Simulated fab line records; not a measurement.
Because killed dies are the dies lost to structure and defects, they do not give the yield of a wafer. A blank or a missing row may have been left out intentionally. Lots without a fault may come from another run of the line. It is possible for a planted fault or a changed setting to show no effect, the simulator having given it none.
Split-lot trial -- flow n5_finfet -- 7 lots, 21 wafers read, on a route of 1938 steps

THE SPLIT
At N5_MOL_CONTACT_COAG_COAT_64 (time 60 s, resist thk 10 nm), the setting spin_rpm was moved away from the recipe's 1500 rpm on 7 of the 21 wafers read, by -7.0% to +5.8%. The other wafers ran this setting at the recipe's value.

FROM THE SPLIT TO THE READING: what the file shows between them, 4 steps
- N5_MOL_CONTACT_COAG_EXPOSE_37: exposes mask VD, defocus 0 nm (also split here: dose_mj)
- N5_MOL_CONTACT_COAG_PEB_38: peb time 60 s
- N5_MOL_CONTACT_COAG_DEVELOP_39: develop time 30 s
- N5_MOL_CONTACT_COAG_DESCUM_45: chemistry O2, time 7 s

THE READING
etch.depth_nm (the simulator's own value, which no gauge read), in nm, at N5_MOL_CONTACT_COAG_ETCH_65 (etches underlayer in N2/H2, target depth 13 nm, time 10.4 s). No usual value for it is given in the file. The 14 wafers here that ran the recipe average 9.992 nm, standard deviation 0.031 nm.

wafer,"tool, chamber at the split","spin_rpm as run, rpm",against the recipe,"etch.depth_nm, nm",against lot-mates on the recipe
L079.3,"litho_track-04, 0",1500,recipe,10.02,-
L079.5,"litho_track-04, 0",1395,-7.0%,10.41,+0.390
L079.6,"litho_track-04, 0",1395,-7.0%,10.37,+0.350
L081.2,"litho_track-03, 0",1500,recipe,10.04,-
L081.4,"litho_track-03, 0",1500,recipe,10.03,-
L081.6,"litho_track-03, 0",1583,+5.5%,9.773,-0.262
L087.2,"litho_track-03, 0",1500,recipe,10.02,-
L087.3,"litho_track-03, 0",1450,-3.3%,10.2,+0.180
L087.6,"litho_track-03, 0",1450,-3.3%,10.18,+0.160
L090.1,"litho_track-04, 0",1500,recipe,9.932,-
L090.2,"litho_track-04, 0",1500,recipe,9.937,-
L090.6,"litho_track-04, 0",1500,recipe,9.957,-
L091.1,"litho_track-04, 0",1500,recipe,9.975,-
L091.4,"litho_track-04, 0",1500,recipe,9.998,-
L091.5,"litho_track-04, 0",1500,recipe,10,-
L096.3,"litho_track-03, 0",1587,+5.8%,9.77,-0.224
L096.5,"litho_track-03, 0",1500,recipe,9.994,-
L096.6,"litho_track-03, 0",1587,+5.8%,9.737,-0.257
L097.3,"litho_track-02, 0",1500,recipe,10,-
L097.5,"litho_track-02, 0",1500,recipe,10,-
L097.4,"litho_track-02, 0",1500,recipe,9.983,-

THE FIT
A straight line over all 21 wafers: etch.depth_nm changes by -0.0496 nm for each +1% of spin_rpm; r = -0.98; the points scatter about the line by 0.037 nm.
The same after taking each lot's own level away (the mean of its wafers on the recipe; 21 wafers): -0.0483 nm for each +1%; r = -0.99; scatter 0.019 nm.
That fit puts the effect of the largest move of spin_rpm on the reading at 0.34 nm.
Across the lots, their own levels run from 9.9420 to 10.0350 nm, a range of 3.0 times the standard deviation given above.
Hence the lot-to-lot level has little effect on the slope; both slopes agree.
Check: with one of the wafers moved furthest among these (-7.0%) left out of the fit, the line predicts +0.33 nm for it against its lot-mates. Against them it came out at +0.39 nm.

ADDITIONAL SPLITS CARRIED BY THESE WAFERS
Before the reading, these wafers also passed through other splits. Each is held against what the fit with the lots' levels taken away leaves over:
other split on the same wafers,wafers away from the commonest value,r with etch.depth_nm (lot level and that fit taken away)
N5_MOL_CONTACT_COAG_ETCH_47 source_w,11,+0.18
N5_MOL_CONTACT_COAG_EXPOSE_37 dose_mj,4,-0.33

THE WHOLE CHAIN: every reading that the file lists as answering this split, in the file's order
step,what it does,reading,change (the file's fit),r (the file's)
N5_MOL_CONTACT_COAG_COAT_64,"time 60 s, resist thk 10 nm","underlayer_of_MOL_CONTACT_COAG_COAT_64.thk_nm (the simulator's own value, which no gauge read)",-0.0461 nm for each +1% of the setting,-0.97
N5_MOL_CONTACT_COAG_ETCH_65,"etches underlayer in N2/H2, target depth 13 nm, time 10.4 s","etch.depth_nm (the simulator's own value, which no gauge read)",-0.0482 nm for each +1% of the setting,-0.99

THE FILE'S OWN FIT
etch.depth_nm changes by -0.0482 nm for each +1% of spin_rpm, r = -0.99.
